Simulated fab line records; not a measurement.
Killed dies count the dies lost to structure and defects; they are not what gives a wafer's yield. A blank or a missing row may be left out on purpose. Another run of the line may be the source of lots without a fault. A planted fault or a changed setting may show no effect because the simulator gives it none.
The tool behind it: which one?	flow n5Finfet	29 wafers from 10 lots sampled at 3 of the route's 1938 steps

== WHAT EACH GAUGE READ, for each wafer ==
N5_BEOL_M5_CD_MEAS_18: pitch 56 nm, target cd 28 nm.
lot	measured	on	cdNm (nm)
L476	day 8 03:59	cdSem-02	28.20 28.43 28.27
L477	day 8 11:31	cdSem-01	28.30 28.15 28.47
L479	day 8 23:17	cdSem-03	27.71 28.15 27.79
L480	day 8 23:40	cdSem-03	28.03 28.73 28.17
L482	day 9 18:58	cdSem-03	28.00 27.78 28.12
L483	day 9 19:06	cdSem-03	27.67 28.11 28.24
L491	day 11 17:20	cdSem-03	27.58 28.36 28.05
L493	day 12 08:32	cdSem-02	28.49 28.57 28.25
L494	day 12 17:27	cdSem-03	28.60 28.53 27.95
L496	day 13 00:07	cdSem-03	28.07 27.90

== WHAT TOOL EACH LOT RAN ON (gives the tool, then ch and the chambers of the sampled wafers, and finally the start) ==
lot	N5_BEOL_M5_DESCUM_16	N5_BEOL_M5_ETCH_62
L476	rieDiel-05 ch 0,2,3, day 8 03:26	rieDiel-05 ch 0,2,3, day 8 03:31
L477	rieDiel-02 ch 1,2,3, day 8 11:05	rieDiel-02 ch 1,2,3, day 8 11:10
L479	rieDiel-02 ch 0,3, day 8 22:49	rieDiel-02 ch 0,3, day 8 22:54
L480	rieDiel-05 ch 1,2,3, day 8 23:13	rieDiel-05 ch 1,2,3, day 8 23:18
L482	rieDiel-02 ch 1,2,3, day 9 18:24	rieDiel-02 ch 1,2,3, day 9 18:29
L483	rieDiel-02 ch 0,1,2, day 9 18:40	rieDiel-02 ch 0,1,2, day 9 18:45
L491	rieDiel-03 ch 0,2,3, day 11 16:54	rieDiel-03 ch 0,2,3, day 11 16:59
L493	rieDiel-02 ch 0,3, day 12 08:02	rieDiel-02 ch 0,3, day 12 08:07
L494	rieDiel-03 ch 0,1,2, day 12 17:01	rieDiel-03 ch 0,1,2, day 12 17:05
L496	rieDiel-03 ch 0, day 12 23:41	rieDiel-03 ch 0, day 12 23:46
- N5_BEOL_M5_DESCUM_16: chemistry O2, time 7 s.
- N5_BEOL_M5_ETCH_62: etches SOC in N2/H2, target depth 75 nm, overetch 15 nm, time 112.5 s.

== THE ANSWER, worked out from the rows above alone ==
Rule: usual is defined by the lots themselves. The widest of any qualifying gaps counts: lots, ordered by their means at a reading, are off when they make up no more than a third of the lots, leave a main group of 4 or more, and stand apart from it by 3 or more times the standard deviation of that group's means. A main group whose means are all the same, to the digits that the tables above print for the reading, isn't used. Also off: a lot with no number at a reading for which 4 or more lots have one. All remaining lots with rows at the step are treated as sound.
Nothing can be told from this: no lot is off at any reading shown.

== WHAT THE SIMULATOR HAD PUT IN ==
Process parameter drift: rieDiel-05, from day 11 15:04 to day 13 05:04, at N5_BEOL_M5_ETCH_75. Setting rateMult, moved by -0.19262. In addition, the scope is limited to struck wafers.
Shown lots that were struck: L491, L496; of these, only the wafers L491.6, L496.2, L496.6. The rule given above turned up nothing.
